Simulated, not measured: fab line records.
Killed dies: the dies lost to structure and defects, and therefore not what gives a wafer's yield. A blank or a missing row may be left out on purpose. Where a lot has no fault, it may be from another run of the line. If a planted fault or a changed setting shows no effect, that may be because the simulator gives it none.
A struck lot beside a sound one :: flow n5_finfet :: 15 out of 1938 route steps
Sound: these wafers, L563.2, L563.5, L563.6. Struck: wafer L572.4. (L572.2, L572.6 of the same lot were not struck and are left out.) The cause comes at the end.
At each step with rows: each side's tool, then ch and its chambers, then its first start. Under that, the readings that differ: sound wafers :: struck wafers :: difference of the means :: sigmas: that difference in standard deviations of wafers without a fault.
alike: same words and numbers on both sides, and readings whose means sit less than 2 such deviations apart. not compared: any withheld reading, any reading some wafer has no value for, any bound like >300 that may hide the same value, and any number with overlapping values for which the record gives no deviation.
The two part at a step that has a row with sigmas, a row that says differs or no value, or rows on one side only. Non-overlapping numbers with no deviation appear without sigmas and do not part them. Lack of a reading on every wafer of one side parts them only where that side has two or more wafers.

first, 7 steps without rows for these wafers: N5_BEOL_M5_COAT_71 (time 60 s, resist thk 5 nm); N5_BEOL_M5_COAT_05 (resist thk 30 nm); N5_BEOL_M5_EBR_07; N5_BEOL_M5_SOFTBAKE_06 (time 60 s); N5_BEOL_M5_EXPOSE_08 (exposes mask M5, target cd 28 nm); N5_BEOL_M5_PEB_09 (peb time 60 s); N5_BEOL_M5_DEVELOP_10 (develop time 30 s).
N5_BEOL_M5_CD_MEAS_11: the cd target is 27.74 nm.
  sound on cd_sem-01 ch 0, day 9 18:10; struck on cd_sem-02 ch 0, day 12 07:17
  alike: cd_nm
N5_BEOL_M5_OVL_MEAS_12:
  sound on overlay-01 ch 0, day 9 18:13; struck on overlay-02 ch 0, day 12 07:20
  alike: M5_OVL
N5_BEOL_M5_INSPECT_13: inspects for defects (brightfield).
  sound: defect_inspect-02 at day 9 18:16; struck: defect_inspect-01 at day 12 07:23
  alike: raw_defect_count
N5_BEOL_M5_DESCUM_16: chemistry O2, time 7 s.
  sound on rie_diel-04 ch 0,3, day 9 18:17; struck on rie_diel-04 ch 3, day 12 07:49
reading: o2_flow_sccm (sccm)
sound: 226.5 226.0 226.6
struck: 224.1
difference: -2.3
sigmas: -3
  alike: drypump_motor_current_A, oes_product_au, rf_vpp_V, showerhead_plenum_p_Torr, throttle_valve_pct
  not compared: rf_hours_counter_h
N5_BEOL_M5_ETCH_72: etches underlayer in N2/H2, target depth 6.5 nm, time 5.2 s.
  sound on rie_diel-04 ch 0,3, day 9 18:20; struck on rie_diel-04 ch 3, day 12 07:51
  alike: drypump_motor_current_A, etch_rf_on_time_s, oes_product_au, rf_vpp_V, showerhead_plenum_p_Torr, throttle_valve_pct
  not compared: rf_hours_counter_h
N5_BEOL_M5_ETCH_61: etches SiARC in CF4, target depth 15.6 nm, time 26 s.
  sound on rie_diel-04 ch 0,3, day 9 18:20; struck on rie_diel-04 ch 3, day 12 07:52
reading: etch_rf_on_time_s (s)
sound: 25.4 25.5 25.6
struck: 30.6
difference: +5.1
sigmas: +6
  alike: drypump_motor_current_A, mfc_ar_sccm, oes_product_au, rf_vpp_V, showerhead_plenum_p_Torr, throttle_valve_pct
  not compared: rf_hours_counter_h
N5_BEOL_M5_ETCH_62: etches SOC in N2/H2, target depth 75 nm, overetch 15 nm, time 112.5 s.
  sound on rie_diel-04 ch 0,3, day 9 18:22; struck on rie_diel-04 ch 3, day 12 07:54
  alike: drypump_motor_current_A, oes_product_au, rf_vpp_V, showerhead_plenum_p_Torr, throttle_valve_pct
  not compared: rf_hours_counter_h
N5_PASSIVATION_PROBE_49:
  the record has rows for the sound wafers here (prober-01, day 13 23:59) and none for the struck ones

## WHERE THEY PART
Last at N5_PASSIVATION_PROBE_49 as far as this record goes, first at N5_BEOL_M5_DESCUM_16.

WHY: what had been put in by the simulator
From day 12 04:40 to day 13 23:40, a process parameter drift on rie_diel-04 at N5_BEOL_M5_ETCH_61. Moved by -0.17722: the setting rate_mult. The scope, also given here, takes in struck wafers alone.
